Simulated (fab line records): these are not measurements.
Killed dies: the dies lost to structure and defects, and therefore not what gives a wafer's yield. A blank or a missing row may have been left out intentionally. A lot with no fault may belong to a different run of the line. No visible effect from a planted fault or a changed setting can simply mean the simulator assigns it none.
Chamber matching	flow n5_finfet	N5_BEOL_M4_ALD_84 on ald_metal-04: 4 sister chambers
The step deposits TaN, pulse time 2 s, purge time 3 s, co reactant purge time 2 s. 8 wafers are shown with their chamber, then 7 later ones without.

EACH WAFER AND ITS CHAMBER
wafer	chamber	heater_power_w (W)
L079.4	0	396
L080.2	1	374
L080.5	0	390
L087.1	2	418
L087.2	3	374
L087.5	1	382
L089.1	2	429
L089.3	3	381

WAFERS WHOSE CHAMBER IS MISSING
wafer	heater_power_w (W)
L089.4	382
L091.1	384
L091.4	377
L091.5	393
L094.2	418
L094.3	376
L094.6	413

THE CHAMBER EACH PASSED THROUGH
wafer	from the rows above	in truth
L089.4	can't be placed: 1 or 3 or 0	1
L091.1	can't be placed: 1 or 3 or 0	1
L091.4	can't be placed: 3 or 1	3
L091.5	0	0
L094.2	2	2
L094.3	can't be placed: 3 or 1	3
L094.6	can't be placed: 2 or 0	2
Correctly placed: 2 of 7. These rows do not allow placing 5 (true chamber among the candidates in 5). 0 placed wrongly.
How it was worked out, from the rows above alone: a wafer's distance from a chamber is the root of the sum, over the readings, of the square of ((its reading less the chamber's mean) divided by the reading's scatter). The wafer belongs to the nearest chamber; if the next one is less than 2 further off, it can't be placed. The mean given for a chamber averages the wafers shown for that chamber. The scatter is the square root of a quotient: the sum, over the shown wafers, of each reading's squared deviation from its chamber's mean, divided by wafers minus chambers.
